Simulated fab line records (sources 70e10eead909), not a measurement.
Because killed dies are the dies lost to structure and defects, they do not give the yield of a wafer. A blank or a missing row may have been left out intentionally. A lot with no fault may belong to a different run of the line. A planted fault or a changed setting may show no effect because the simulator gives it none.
Chamber matching ; flow nand harc ; NHARC_A_STAIRCASE_DESCUM_219 on rie diel-03 has 4 sister chambers
The step chemistry O2, time 3 s. 18 wafers are shown with their chamber, then 9 later ones without.

WAFERS WITH THEIR CHAMBER
wafer;chamber;showerhead plenum p Torr (Torr);drypump motor current A (A);oes product au (a.u.)
L077.1;0;1.83;6.4;1.000
L077.4;3;1.87;6.3;0.995
L077.6;2;2.06;6.7;0.995
L078.1;1;1.81;6.0;1.012
L078.4;2;2.06;6.7;1.008
L078.5;2;2.06;6.7;1.003
L083.3;0;1.82;6.4;0.998
L083.4;3;1.87;6.2;0.998
L083.6;0;1.82;6.4;0.984
L083.1;3;1.87;6.2;0.984
L083.2;2;2.06;6.7;0.984
L083.5;2;2.06;6.7;0.988
L087.3;1;1.80;6.0;0.996
L087.4;3;1.87;6.3;0.986
L087.5;3;1.87;6.3;0.987
L088.2;1;1.80;6.0;1.013
L088.4;2;2.05;6.7;0.985
L088.5;2;2.05;6.6;0.989

SIGNATURES (means of the wafers above)
reading;chamber 0;chamber 1;chamber 2;chamber 3;scatter within a chamber
showerhead plenum p Torr;1.8233;1.8033;2.0571;1.8700;0.00444
drypump motor current A;6.400;6.000;6.686;6.260;0.0383
oes product au;0.99400;1.00700;0.99314;0.99000;0.00845
Rule: a wafer lies at a distance from a chamber equal to the root of the sum of squares, over the readings, of (its reading less the chamber's mean, divided by the reading's scatter). The wafer belongs to the nearest chamber; if the next one is less than 2 further off, it can't be placed. The scatter is the square root of a quotient: the sum, over the shown wafers, of each reading's squared deviation from its chamber's mean, divided by wafers minus chambers.

WAFERS WITH NO CHAMBER GIVEN
wafer;showerhead plenum p Torr (Torr);drypump motor current A (A);oes product au (a.u.)
L090.3;1.82;6.3;1.000
L090.5;1.86;6.2;1.000
L090.6;1.82;6.3;0.993
L094.4;1.86;6.2;0.989
L094.5;1.79;6.0;1.002
L094.6;2.04;6.7;0.981
L097.4;1.86;6.3;0.990
L097.5;1.79;6.1;1.001
L097.6;2.04;6.7;0.992

WHICH CHAMBER EACH WENT THROUGH
wafer;from the rows above;in truth
L090.3;0;0
L090.5;3;3
L090.6;0;0
L094.4;3;3
L094.5;1;1
L094.6;2;2
L097.4;3;3
L097.5;1;1
L097.6;2;2
Correct placement for 9 of the 9. Not placeable from these rows: 0. Number placed wrongly: 0.
